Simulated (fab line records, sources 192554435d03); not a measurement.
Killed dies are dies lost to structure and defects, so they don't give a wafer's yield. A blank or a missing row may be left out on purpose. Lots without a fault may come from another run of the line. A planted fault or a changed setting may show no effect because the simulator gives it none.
Which tool did it? | flow n5_finfet | 11 lots, 30 wafers sampled, at 2 steps of a route of 1938

WHAT THE GAUGES READ, wafer by wafer
N5_DUMMY_GATE_CD_MEAS_24: target cd 15 nm.
lot  | measured    | on        | cd_nm (nm)
L556 | day 3 06:56 | cd_sem-03 | 14.6 14.9
L557 | day 3 10:08 | cd_sem-03 | 14.3 14.7 14.1
L559 | day 3 22:52 | cd_sem-01 | 15.1 14.8
L560 | day 4 07:01 | cd_sem-02 | 15.2 15.8
L562 | day 4 19:56 | cd_sem-01 | 15.6 15.7 14.8
L563 | day 5 08:34 | cd_sem-01 | 15.2 14.7 14.9
L564 | day 5 10:04 | cd_sem-01 | 15.2 15.8 15.4
L570 | day 6 18:49 | cd_sem-01 | 15.3 15.5 15.5
L575 | day 7 22:39 | cd_sem-02 | 15.6 14.6 16.1
L576 | day 8 09:41 | cd_sem-01 | 15.6 15.6 15.6
L577 | day 8 11:28 | cd_sem-01 | 16.3 16.6 16.3

WHICH TOOL RAN EACH LOT (tool, then ch and the chambers of the sampled wafers, then the start)
lot  | N5_DUMMY_GATE_ETCH_23
L556 | rie_si-06 ch 2,3, day 3 06:46
L557 | rie_si-05 ch 0,3, day 3 09:58
L559 | rie_si-05 ch 0,3, day 3 22:41
L560 | rie_si-06 ch 2,3, day 4 06:50
L562 | rie_si-05 ch 2,3, day 4 19:46
L563 | rie_si-06 ch 0,2,3, day 5 08:24
L564 | rie_si-06 ch 0,1,2, day 5 09:54
L570 | rie_si-03 ch 0,1,3, day 6 18:40
L575 | rie_si-06 ch 0,3, day 7 22:29
L576 | rie_si-03 ch 0,3, day 8 09:31
L577 | rie_si-03 ch 1,2,3, day 8 11:17
- N5_DUMMY_GATE_ETCH_23: etches poly-Si in HBr/Cl2/O2, target depth 41 nm, time 22.3 s.

THE ANSWER, worked out from the rows above alone
Rule: what is usual is taken from the lots themselves. Put in order of their means at a reading, lots are off if they are a third of the lots or fewer, leave a main group of 4 or more, and stand apart from it by a gap of 3 or more times the standard deviation of the main group's means; of several such gaps the widest counts. A main group whose means are all the same, to the digits that the tables above print for the reading, isn't used. A lot without any number at a reading at which 4 lots or more have one is off too. The other lots that the step has rows for count as sound.
No lot is off at any reading shown: from this, nothing can be told.

WHAT THE SIMULATOR HAD PUT IN
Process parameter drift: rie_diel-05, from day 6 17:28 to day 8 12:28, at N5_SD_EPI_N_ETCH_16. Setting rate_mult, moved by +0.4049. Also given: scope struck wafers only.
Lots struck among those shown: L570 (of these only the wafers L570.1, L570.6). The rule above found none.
